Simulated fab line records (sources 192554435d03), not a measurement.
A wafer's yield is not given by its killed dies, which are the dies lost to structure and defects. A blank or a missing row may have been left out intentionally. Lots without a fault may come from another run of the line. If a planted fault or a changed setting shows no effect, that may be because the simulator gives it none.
Matching of chambers :: flow n5 finfet :: N5_FIN_SAQP_FIN_ETCH_36 on rie si-05 has 4 sister chambers
The step etches the open film in HBr/Cl2/O2, target depth 120 nm, time 50.4 s. 8 wafers are shown with their chamber, then 11 later ones without.

== WAFERS PAIRED WITH THEIR CHAMBERS ==
wafer: L081.5
chamber: 2
throttle valve pct (%): 36.09
drypump motor current A (A): 5.5

wafer: L082.3
chamber: 2
throttle valve pct (%): 36.10
drypump motor current A (A): 5.5

wafer: L083.3
chamber: 3
throttle valve pct (%): 35.82
drypump motor current A (A): 5.3

wafer: L085.6
chamber: 1
throttle valve pct (%): 36.07
drypump motor current A (A): 5.9

wafer: L086.1
chamber: 3
throttle valve pct (%): 35.83
drypump motor current A (A): 5.2

wafer: L086.4
chamber: 0
throttle valve pct (%): 36.46
drypump motor current A (A): 6.1

wafer: L086.5
chamber: 1
throttle valve pct (%): 36.06
drypump motor current A (A): 5.9

wafer: L088.3
chamber: 0
throttle valve pct (%): 36.46
drypump motor current A (A): 6.1

== WAFERS WITH NO CHAMBER GIVEN ==
wafer: L088.4
throttle valve pct (%): 35.80
drypump motor current A (A): 5.2

wafer: L088.6
throttle valve pct (%): 36.07
drypump motor current A (A): 5.5

wafer: L090.2
throttle valve pct (%): 36.11
drypump motor current A (A): 5.5

wafer: L090.4
throttle valve pct (%): 36.48
drypump motor current A (A): 6.1

wafer: L090.6
throttle valve pct (%): 36.05
drypump motor current A (A): 5.9

wafer: L093.1
throttle valve pct (%): 36.49
drypump motor current A (A): 6.2

wafer: L093.2
throttle valve pct (%): 35.84
drypump motor current A (A): 5.2

wafer: L093.5
throttle valve pct (%): 36.05
drypump motor current A (A): 5.9

wafer: L095.1
throttle valve pct (%): 36.04
drypump motor current A (A): 5.9

wafer: L095.3
throttle valve pct (%): 35.82
drypump motor current A (A): 5.2

wafer: L095.5
throttle valve pct (%): 36.48
drypump motor current A (A): 6.2

== CHAMBER TAKEN BY EACH ==
wafer: L088.4
from the rows above: 3
in truth: 3

wafer: L088.6
from the rows above: 2
in truth: 2

wafer: L090.2
from the rows above: 2
in truth: 2

wafer: L090.4
from the rows above: 0
in truth: 0

wafer: L090.6
from the rows above: 1
in truth: 1

wafer: L093.1
from the rows above: 0
in truth: 0

wafer: L093.2
from the rows above: 3
in truth: 3

wafer: L093.5
from the rows above: 1
in truth: 1

wafer: L095.1
from the rows above: 1
in truth: 1

wafer: L095.3
from the rows above: 3
in truth: 3

wafer: L095.5
from the rows above: 0
in truth: 0
Correctly placed: 11 of 11. Not placeable from these rows: 0. Number placed wrongly: 0.
How it was worked out, from the rows above alone: a wafer's distance from a chamber is the root of the sum, over the readings, of the square of ((its reading less the chamber's mean) divided by the reading's scatter). The wafer belongs to the nearest chamber; if the next one is less than 2 further off, it can't be placed. A chamber's mean is the mean of its shown wafers. The scatter: take each reading less its chamber's mean, square it, sum over the shown wafers, divide by the number of wafers less the number of chambers, and take the root.
